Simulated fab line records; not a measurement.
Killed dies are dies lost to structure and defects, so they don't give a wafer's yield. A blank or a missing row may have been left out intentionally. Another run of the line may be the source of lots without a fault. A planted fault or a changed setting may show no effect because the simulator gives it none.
Lot-split experiment || flow n5-finfet || route with 1938 steps; 7 lots, 21 wafers read

== THE SPLIT ==
At N5_GATE_CUT_COAT_35 (time 60 s, resist thk 10 nm), the setting spin-rpm was moved away from the recipe's 1500 rpm on 5 of the 21 wafers read, by -6.9% to +5.3%. For the rest of the wafers, this setting stayed at what the recipe calls for.

== FROM THE SPLIT TO THE READING: what the file shows between them, 4 steps ==
- N5_GATE_CUT_COAT_27: time 60 s, resist thk 10 nm
- N5_GATE_CUT_COAT_07: resist thk 30 nm
- N5_GATE_CUT_DESCUM_18: chemistry O2, time 7 s
- N5_GATE_CUT_ETCH_28: etches underlayer in N2/H2, target depth 13 nm, time 10.4 s

== THE READING ==
etch.depth-nm (the simulator's own value, which no gauge read), in nm, at N5_GATE_CUT_ETCH_36 (etches SiARC in CF4, target depth 13 nm, time 21.7 s). The file gives no usual value for it. Here, 16 wafers ran the recipe; their average is 10.016 nm with a standard deviation of 0.04 nm.

{"wafer": "L079.1", "tool, chamber at the split": "litho-track-02, 0", "spin-rpm as run, rpm": 1397, "against the recipe": "-6.9%", "etch.depth-nm, nm": 10.39, "against lot-mates on the recipe": "+0.407"}
{"wafer": "L079.3", "tool, chamber at the split": "litho-track-02, 0", "spin-rpm as run, rpm": 1500, "against the recipe": "recipe", "etch.depth-nm, nm": 9.99, "against lot-mates on the recipe": "-"}
{"wafer": "L079.6", "tool, chamber at the split": "litho-track-02, 0", "spin-rpm as run, rpm": 1500, "against the recipe": "recipe", "etch.depth-nm, nm": 9.976, "against lot-mates on the recipe": "-"}
{"wafer": "L080.1", "tool, chamber at the split": "litho-track-04, 0", "spin-rpm as run, rpm": 1500, "against the recipe": "recipe", "etch.depth-nm, nm": 9.997, "against lot-mates on the recipe": "-"}
{"wafer": "L080.3", "tool, chamber at the split": "litho-track-04, 0", "spin-rpm as run, rpm": 1500, "against the recipe": "recipe", "etch.depth-nm, nm": 9.998, "against lot-mates on the recipe": "-"}
{"wafer": "L080.5", "tool, chamber at the split": "litho-track-04, 0", "spin-rpm as run, rpm": 1500, "against the recipe": "recipe", "etch.depth-nm, nm": 9.988, "against lot-mates on the recipe": "-"}
{"wafer": "L090.2", "tool, chamber at the split": "litho-track-04, 0", "spin-rpm as run, rpm": 1500, "against the recipe": "recipe", "etch.depth-nm, nm": 10.03, "against lot-mates on the recipe": "-"}
{"wafer": "L090.3", "tool, chamber at the split": "litho-track-04, 0", "spin-rpm as run, rpm": 1500, "against the recipe": "recipe", "etch.depth-nm, nm": 10, "against lot-mates on the recipe": "-"}
{"wafer": "L090.4", "tool, chamber at the split": "litho-track-04, 0", "spin-rpm as run, rpm": 1417, "against the recipe": "-5.5%", "etch.depth-nm, nm": 10.3, "against lot-mates on the recipe": "+0.285"}
{"wafer": "L093.1", "tool, chamber at the split": "litho-track-04, 0", "spin-rpm as run, rpm": 1500, "against the recipe": "recipe", "etch.depth-nm, nm": 10.07, "against lot-mates on the recipe": "-"}
{"wafer": "L093.2", "tool, chamber at the split": "litho-track-04, 0", "spin-rpm as run, rpm": 1500, "against the recipe": "recipe", "etch.depth-nm, nm": 10.09, "against lot-mates on the recipe": "-"}
{"wafer": "L093.4", "tool, chamber at the split": "litho-track-04, 0", "spin-rpm as run, rpm": 1500, "against the recipe": "recipe", "etch.depth-nm, nm": 10.06, "against lot-mates on the recipe": "-"}
{"wafer": "L095.3", "tool, chamber at the split": "litho-track-04, 0", "spin-rpm as run, rpm": 1573, "against the recipe": "+4.9%", "etch.depth-nm, nm": 9.769, "against lot-mates on the recipe": -0.251}
{"wafer": "L095.5", "tool, chamber at the split": "litho-track-04, 0", "spin-rpm as run, rpm": 1573, "against the recipe": "+4.9%", "etch.depth-nm, nm": 9.779, "against lot-mates on the recipe": -0.241}
{"wafer": "L095.6", "tool, chamber at the split": "litho-track-04, 0", "spin-rpm as run, rpm": 1500, "against the recipe": "recipe", "etch.depth-nm, nm": 10.02, "against lot-mates on the recipe": "-"}
{"wafer": "L096.1", "tool, chamber at the split": "litho-track-02, 0", "spin-rpm as run, rpm": 1500, "against the recipe": "recipe", "etch.depth-nm, nm": 9.985, "against lot-mates on the recipe": "-"}
{"wafer": "L096.3", "tool, chamber at the split": "litho-track-02, 0", "spin-rpm as run, rpm": 1500, "against the recipe": "recipe", "etch.depth-nm, nm": 9.953, "against lot-mates on the recipe": "-"}
{"wafer": "L096.5", "tool, chamber at the split": "litho-track-02, 0", "spin-rpm as run, rpm": 1500, "against the recipe": "recipe", "etch.depth-nm, nm": 9.974, "against lot-mates on the recipe": "-"}
{"wafer": "L097.3", "tool, chamber at the split": "litho-track-03, 0", "spin-rpm as run, rpm": 1500, "against the recipe": "recipe", "etch.depth-nm, nm": 10.06, "against lot-mates on the recipe": "-"}
{"wafer": "L097.5", "tool, chamber at the split": "litho-track-03, 0", "spin-rpm as run, rpm": 1579, "against the recipe": "+5.3%", "etch.depth-nm, nm": 9.773, "against lot-mates on the recipe": -0.287}
{"wafer": "L097.6", "tool, chamber at the split": "litho-track-03, 0", "spin-rpm as run, rpm": 1500, "against the recipe": "recipe", "etch.depth-nm, nm": 10.06, "against lot-mates on the recipe": "-"}

THE FIT
A straight line over all 21 wafers: etch.depth-nm changes by -0.0509 nm for each +1% of spin-rpm; r = -0.97; the points scatter about the line by 0.037 nm.
The same after taking each lot's own level away (the mean of its wafers on the recipe; 21 wafers): -0.0542 nm for each +1%; r = -1.00; scatter 0.014 nm.
On that fit, the largest move of spin-rpm shifts the reading by 0.37 nm.
The span of the lots' own levels, 9.9707 to 10.0733 nm, comes to 2.6 times the standard deviation stated above.
Consequently the slope shifts little with the lot-to-lot level, the two slopes agreeing.
Check: for one of the wafers moved furthest among these (-6.9%), held out of the fit, the line's prediction against its lot-mates is +0.356 nm. Against them it came out at +0.407 nm.

== THESE WAFERS: OTHER SPLITS ==
These wafers also went through other splits before the reading. Each is held against what the fit with the lots' levels taken away leaves over:
{"other split on the same wafers": "N5_HKMG_FIN_EXPOSE_09 dose-mj", "wafers away from the commonest value": 7, "r with etch.depth-nm (lot level and that fit taken away)": "+0.31"}
{"other split on the same wafers": "N5_GATE_CUT_ETCH_58 source-w", "wafers away from the commonest value": 4, "r with etch.depth-nm (lot level and that fit taken away)": "+0.02"}

== THE WHOLE CHAIN: every reading that the file lists as answering this split, in the file's order ==
{"step": "N5_GATE_CUT_COAT_35", "what it does": "time 60 s, resist thk 10 nm", "reading": "SiARC_of_GATE_CUT_COAT_35.thk-nm (the simulator's own value, which no gauge read)", "change (the file's fit)": "-0.0541 nm for each +1% of the setting", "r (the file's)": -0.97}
{"step": "N5_GATE_CUT_ETCH_36", "what it does": "etches SiARC in CF4, target depth 13 nm, time 21.7 s", "reading": "etch-rf-on-time-s", "change (the file's fit)": "withheld for each +1% of the setting", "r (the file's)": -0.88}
{"step": "N5_GATE_CUT_ETCH_36", "what it does": "etches SiARC in CF4, target depth 13 nm, time 21.7 s", "reading": "CAR-EUV_of_GATE_CUT_COAT_07.thk-nm (the simulator's own value, which no gauge read)", "change (the file's fit)": "+0.0582 nm for each +1% of the setting", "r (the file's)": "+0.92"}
{"step": "N5_GATE_CUT_ETCH_36", "what it does": "etches SiARC in CF4, target depth 13 nm, time 21.7 s", "reading": "etch.depth-nm (the simulator's own value, which no gauge read)", "change (the file's fit)": "-0.0549 nm for each +1% of the setting", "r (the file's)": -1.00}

== THE FILE'S OWN FIT ==
etch.depth-nm changes by -0.0549 nm for each +1% of spin-rpm, r = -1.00.
